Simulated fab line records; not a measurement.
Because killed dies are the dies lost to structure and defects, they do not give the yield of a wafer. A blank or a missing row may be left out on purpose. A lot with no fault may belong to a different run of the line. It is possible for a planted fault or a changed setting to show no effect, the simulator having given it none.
Chamber matching	flow n5_finfet	rie_diel-03 running N5_BEOL_M9_DESCUM_16: 4 sister chambers
The step chemistry O2, time 7.9 s. 4 wafers are shown with their chamber, then 7 later ones without.

== WAFERS WITH THEIR CHAMBER ==
wafer	chamber	throttle_valve_pct (%)
L085.3	0	20.44
L087.1	3	20.19
L087.5	1	19.95
L090.5	2	19.93

== WAFERS WHOSE CHAMBER IS MISSING ==
wafer	throttle_valve_pct (%)
L090.6	20.19
L093.1	19.95
L093.2	19.96
L093.6	19.96
L095.2	20.00
L095.3	19.96
L095.6	20.19

== THE CHAMBER EACH PASSED THROUGH ==
wafer	from the rows above	in truth
L090.6	3	3
L093.1	can't be placed: 1 or 2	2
L093.2	can't be placed: 1 or 2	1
L093.6	can't be placed: 1 or 2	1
L095.2	can't be placed: 1 or 2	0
L095.3	can't be placed: 1 or 2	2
L095.6	3	3
2 of 7 placed correctly. Unplaceable from these rows: 5, with the true chamber sitting among the candidates in 4. 0 placed wrongly.
How it was worked out, from the rows above alone: a wafer's distance from a chamber is the root of the sum, over the readings, of the square of ((its reading less the chamber's mean) divided by the reading's scatter). The wafer belongs to the nearest chamber; if the next one is less than 2 further off, it can't be placed. The mean given for a chamber averages the wafers shown for that chamber. The scatter (one wafer shown for each chamber): square how far every hidden wafer sits from the nearest shown wafer, average those squares and take the square root.
